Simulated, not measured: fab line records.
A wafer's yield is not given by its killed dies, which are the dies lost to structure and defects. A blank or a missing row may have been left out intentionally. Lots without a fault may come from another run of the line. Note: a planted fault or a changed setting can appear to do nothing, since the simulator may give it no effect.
Which tool is to blame? + flow nand harc + Sampling: 12 lots, 36 wafers, 5 of 1302 route steps

## WHAT THE GAUGES READ, wafer by wafer
NHARC_END_SORT_01. Usual: killed at array 56, standard deviation 19; killed at other 1.0, standard deviation 1.3; killed at periphery 3.8, standard deviation 2.2; killed dies 61, standard deviation 19; killed open 3.1, standard deviation 1.9; killed short 2.3, standard deviation 1.5.
| lot  | measured     | on        | killed at array | killed at other | killed at periphery | killed dies | killed open | killed short | flag |
|------|--------------|-----------|-----------------|-----------------|---------------------|-------------|-------------|--------------|------|
| L851 | day 27 15:47 | prober-01 | 54 59 48        | 3 1 3           | 11 6 8              | 68 66 59    | 6 3 2       | 2 2 2        |      |
| L852 | day 28 00:18 | prober-02 | 59 56 64        | 0 0 0           | 3 6 3               | 62 62 67    | 1 1 1       | 0 1 2        |      |
| L854 | day 29 05:44 | prober-02 | 71 60 75        | 0 0 2           | 4 0 2               | 75 60 79    | 2 2 2       | 3 2 2        |      |
| L861 | day 32 00:27 | prober-02 | 30 32 37        | 1 0 0           | 2 2 0               | 33 34 37    | 4 1 4       | 0 0 2        |      |

## EACH LOT AND THE TOOL THAT RAN IT (in order: tool; ch and the chambers of the sampled wafers; start)
| lot  | NHARC_A_CONTACT_ETCH_138             | NHARC_A_CONTACT_ETCH_98                       | NHARC_A_BLC_SOFTBAKE_05           | NHARC_A_BLC_DESCUM_15              |
|------|--------------------------------------|-----------------------------------------------|-----------------------------------|------------------------------------|
| L843 | har cap etch-03 ch 0, day 22 20:22   | rie diel-08 ch 0,1,2, day 23 00:00 or earlier | litho track-04 ch 0, day 23 00:00 | rie diel-10 ch 1,2,3, day 23 01:05 |
| L844 | har cap etch-03 ch 0,1, day 22 22:43 | rie diel-08 ch 0,1,3, day 23 02:00 or earlier | litho track-01 ch 0, day 23 02:00 | rie diel-10 ch 0,2,3, day 23 02:55 |
| L845 | har cap etch-01 ch 0, day 23 08:27   | rie diel-08 ch 0,3, day 23 12:00 or earlier   | litho track-06 ch 0, day 23 12:00 | rie diel-10 ch 1,3, day 23 12:40   |
| L848 | har cap etch-01 ch 0,1, day 24 00:38 | rie diel-04 ch 0,1,3, day 24 04:00 or earlier | litho track-06 ch 0, day 24 04:00 | rie diel-09 ch 2,3, day 24 05:08   |
| L846 | har cap etch-02 ch 0,1, day 24 00:41 | rie diel-04 ch 0,1,2, day 24 05:00 or earlier | litho track-01 ch 0, day 24 05:00 | rie diel-10 ch 0,1, day 24 05:47   |
| L850 | har cap etch-01 ch 0,1, day 25 06:59 | rie diel-02 ch 0,3, day 25 10:00 or earlier   | litho track-06 ch 0, day 25 10:00 | rie diel-10 ch 0,1, day 25 10:56   |
| L851 | har cap etch-01 ch 0,1, day 25 14:43 | rie diel-02 ch 0,1,2, day 25 18:00 or earlier | litho track-01 ch 0, day 25 18:00 | rie diel-09 ch 1,2, day 25 18:40   |
| L852 | har cap etch-02 ch 0,1, day 25 23:44 | rie diel-08 ch 0,1,3, day 26 03:00 or earlier | litho track-01 ch 0, day 26 03:00 | rie diel-12 ch 0,1,3, day 26 03:47 |
| L854 | har cap etch-02 ch 0,1, day 27 01:12 | rie diel-08 ch 0,2,3, day 27 04:00 or earlier | litho track-01 ch 0, day 27 04:00 | rie diel-09 ch 0,1,3, day 27 05:23 |
| L861 | har cap etch-01 ch 0,1, day 29 21:17 | rie diel-08 ch 1,2,3, day 30 00:00 or earlier | litho track-06 ch 0, day 30 00:00 | rie diel-10 ch 0,3, day 30 01:15   |
| L865 | har cap etch-02 ch 0,1, day 31 04:04 | rie diel-04 ch 0,3, day 31 05:27              | litho track-01 ch 0, day 31 08:00 | rie diel-10 ch 0,1,2, day 31 08:32 |
| L864 | har cap etch-01 ch 0,1, day 31 06:30 | rie diel-04 ch 1,3, day 31 07:30              | litho track-01 ch 0, day 31 10:00 | rie diel-10 ch 0,3, day 31 10:56   |
- NHARC_A_CONTACT_ETCH_138: etches the open film in C4F8/O2/Ar, time 311 s, target depth 1914 nm.
- NHARC_A_CONTACT_ETCH_98: etches the open film in C4F6/O2, target depth 20 nm, time 10 s.
- NHARC_A_BLC_SOFTBAKE_05: time 55 s.
- NHARC_A_BLC_DESCUM_15: chemistry O2, time 3 s.

## WHAT THE TOOLS THEMSELVES READ (means of the sampled wafers that have a number; where no wafer has one, the mark that the record gives instead)
NHARC_A_CONTACT_ETCH_98. Usual: value, then standard deviation, for each; c4f6 flow sccm 25.00 sccm / 0.081; drypump motor current A 5.8 A / 0.45; oes product au 0.958 a.u. / 0.024; rf fwd power W 587.7 W / 3; rf vpp V 547 V / 3.5; showerhead plenum p Torr 3.96 Torr / 0.16; throttle valve pct 26.904 % / 0.0097.
| lot  | tool        | c4f6 flow sccm (sccm) | drypump motor current A (A) | oes product au (a.u.) | rf fwd power W (W) | rf vpp V (V) | showerhead plenum p Torr (Torr) | throttle valve pct (%) | flag |
|------|-------------|-----------------------|-----------------------------|-----------------------|--------------------|--------------|---------------------------------|------------------------|------|
| L843 | rie diel-08 | 25.05                 | 5.9                         | 0.952                 | 585.8              | 547          | 3.99                            | 26.905                 |      |
| L844 | rie diel-08 | 25.06                 | 6.1                         | 0.956                 | 587.7              | 547          | 3.92                            | 26.900                 |      |
| L845 | rie diel-08 | 24.99                 | 6.2                         | 1.003                 | 591.1              | 549          | 4.04                            | 26.913                 |      |
| L848 | rie diel-04 | 24.92                 | 5.8                         | 0.968                 | 588.2              | 549          | 4.04                            | 26.894                 |      |
| L846 | rie diel-04 | 25.01                 | 5.9                         | 0.969                 | 587.5              | 549          | 4.07                            | 26.911                 |      |
| L850 | rie diel-02 | 25.12                 | 6.3                         | 0.991                 | 583.5              | 548          | 4.00                            | 26.903                 |      |
| L851 | rie diel-02 | 24.96                 | 5.8                         | 0.989                 | 587.1              | 547          | 3.93                            | 26.903                 |      |
| L852 | rie diel-08 | 25.04                 | 6.0                         | 0.947                 | 590.1              | 547          | 3.91                            | 26.901                 |      |
| L854 | rie diel-08 | 25.05                 | 5.8                         | 0.936                 | 589.9              | 548          | 3.93                            | 26.901                 |      |
| L861 | rie diel-08 | 24.99                 | 5.7                         | 1.002                 | 586.5              | 545          | 3.80                            | 26.902                 |      |
| L865 | rie diel-04 | 25.10                 | 5.8                         | 0.996                 | 585.5              | 549          | 3.98                            | 26.899                 |      |
| L864 | rie diel-04 | 24.94                 | 6.1                         | 0.958                 | 585.8              | 551          | 4.10                            | 26.899                 |      |

NHARC_A_BLC_SOFTBAKE_05. Usual: chill plate temp C 22.98 C, standard deviation 0.11; heater power total W 188.45 W, standard deviation 0.14.
| lot  | tool           | chill plate temp C (C) | heater power total W (W) | flag |
|------|----------------|------------------------|--------------------------|------|
| L843 | litho track-04 | 22.90                  | 188.49                   |      |
| L844 | litho track-01 | 22.91                  | 188.39                   |      |
| L845 | litho track-06 | 22.92                  | 188.59                   |      |
| L848 | litho track-06 | 22.97                  | 188.39                   |      |
| L846 | litho track-01 | 22.92                  | 188.33                   |      |
| L850 | litho track-06 | 22.94                  | 188.50                   |      |
| L851 | litho track-01 | 22.94                  | 188.39                   |      |
| L852 | litho track-01 | 23.15                  | 188.40                   |      |
| L854 | litho track-01 | 22.88                  | 188.43                   |      |
| L861 | litho track-06 | 22.96                  | 188.39                   |      |
| L865 | litho track-01 | 23.10                  | 165.67                   | OFF  |
| L864 | litho track-01 | 23.03                  | 165.58                   | OFF  |

NHARC_A_BLC_DESCUM_15. Usual: drypump motor current A 5.6 A, standard deviation 0.31; oes product au 1.004 a.u., standard deviation 0.01; rf vpp V 57.7 V, standard deviation 0.94; showerhead plenum p Torr 1.90 Torr, standard deviation 0.091; throttle valve pct 11.312 %, standard deviation 0.0094.
| lot  | tool        | drypump motor current A (A) | oes product au (a.u.) | rf vpp V (V) | showerhead plenum p Torr (Torr) | throttle valve pct (%) | flag |
|------|-------------|-----------------------------|-----------------------|--------------|---------------------------------|------------------------|------|
| L843 | rie diel-10 | 5.6                         | 1.008                 | 57.2         | 1.92                            | 11.303                 |      |
| L844 | rie diel-10 | 5.7                         | 0.996                 | 57.9         | 1.86                            | 11.312                 |      |
| L845 | rie diel-10 | 5.5                         | 0.997                 | 58.0         | 1.86                            | 11.318                 |      |
| L848 | rie diel-09 | 5.3                         | 0.998                 | 57.1         | 1.87                            | 11.313                 |      |
| L846 | rie diel-10 | 5.6                         | 1.003                 | 56.8         | 1.92                            | 11.311                 |      |
| L850 | rie diel-10 | 5.4                         | 1.006                 | 58.8         | 1.98                            | 11.311                 |      |
| L851 | rie diel-09 | 5.7                         | 1.000                 | 57.7         | 1.93                            | 11.313                 |      |
| L852 | rie diel-12 | 6.1                         | 1.011                 | 58.8         | 2.00                            | 11.298                 |      |
| L854 | rie diel-09 | 5.2                         | 1.008                 | 58.5         | 1.86                            | 11.309                 |      |
| L861 | rie diel-10 | 5.6                         | 0.997                 | 57.1         | 1.80                            | 11.316                 |      |
| L865 | rie diel-10 | 5.6                         | 1.011                 | 58.2         | 1.94                            | 11.304                 |      |
| L864 | rie diel-10 | 5.7                         | 1.003                 | 57.4         | 1.80                            | 11.307                 |      |

## THE ANSWER, worked out from the rows above alone
Rule: lot off if the mean of its wafers having a number is beyond 3 standard deviations from the usual mean. A lot without any number at a reading at which 4 lots or more have one is off too. All remaining lots with rows at the step are treated as sound. The gauges are gone through in route order, then the tools' own readings, and for those a lot's mean is taken as printed above. The first step at which some lot is off is used, and at that step the reading that is off furthest; a lot without a number counts as furthest.
Off: L865, L864 (NHARC_A_BLC_SOFTBAKE_05, heater power total W).
A tool fits if, at that step or a process step before it, it ran every lot that is off, and no sound lot after the first of them. Because NHARC_A_CONTACT_ETCH_98 lacks a start for some lots, the hours and order of its lots are taken from NHARC_A_BLC_SOFTBAKE_05. Can't be told from this: 2 tools fit, rie diel-04 at NHARC_A_CONTACT_ETCH_98, litho track-01 at NHARC_A_BLC_SOFTBAKE_05.

## WHAT WAS PUT IN BY THE SIMULATOR
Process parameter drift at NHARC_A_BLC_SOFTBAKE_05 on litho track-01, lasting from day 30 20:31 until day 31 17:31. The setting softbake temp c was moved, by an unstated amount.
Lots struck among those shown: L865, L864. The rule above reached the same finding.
